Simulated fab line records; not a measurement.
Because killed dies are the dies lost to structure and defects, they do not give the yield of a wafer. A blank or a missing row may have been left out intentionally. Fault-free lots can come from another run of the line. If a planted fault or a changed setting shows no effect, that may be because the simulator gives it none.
Chamber matching | flow nand-harc | pecvd-04 running NHARC_P_M1_DEP_33: 3 sister chambers
The step deposits SiCN, target thk 30 nm. 6 wafers are shown with their chamber, then 11 later ones without.

== WAFERS WITH THEIR CHAMBER ==
wafer  | chamber | heater-power-outer-w (W) | heater-power-w (W)
L083.1 | 0       | 245                      | 536
L084.1 | 0       | 246                      | 551
L085.1 | 1       | 344                      | 595
L085.2 | 2       | 325                      | 563
L085.5 | 1       | 337                      | 590
L086.2 | 2       | 332                      | 586

== WAFERS WHOSE CHAMBER IS MISSING ==
wafer  | heater-power-outer-w (W) | heater-power-w (W)
L086.3 | 373                      | 603
L086.5 | 365                      | 612
L093.2 | 366                      | 623
L093.4 | 326                      | 586
L093.5 | 158                      | 421
L094.1 | 381                      | 643
L094.3 | 311                      | 542
L094.4 | 381                      | 628
L097.3 | 160                      | 430
L097.4 | 164                      | 429
L097.6 | 336                      | 598

== WHICH CHAMBER EACH ONE RAN IN ==
wafer  | from the rows above     | in truth
L086.3 | 1                       | 1
L086.5 | 1                       | 1
L093.2 | 1                       | 1
L093.4 | 2                       | 2
L093.5 | 0                       | 0
L094.1 | 1                       | 1
L094.3 | 2                       | 2
L094.4 | 1                       | 1
L097.3 | 0                       | 0
L097.4 | 0                       | 0
L097.6 | can't be placed: 1 or 2 | 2
10 of 11 placed correctly. Can't be placed from these rows: 1 (the true chamber is among the candidates in 1). 0 placed wrongly.
How it was worked out, from the rows above alone: a wafer's distance from a chamber is the root of the sum, over the readings, of the square of ((its reading less the chamber's mean) divided by the reading's scatter). The wafer belongs to the nearest chamber; if the next one is less than 2 further off, it can't be placed. For every chamber, the mean is computed from those of its wafers that are shown. The scatter is the square root of a quotient: the sum, over the shown wafers, of each reading's squared deviation from its chamber's mean, divided by wafers minus chambers.
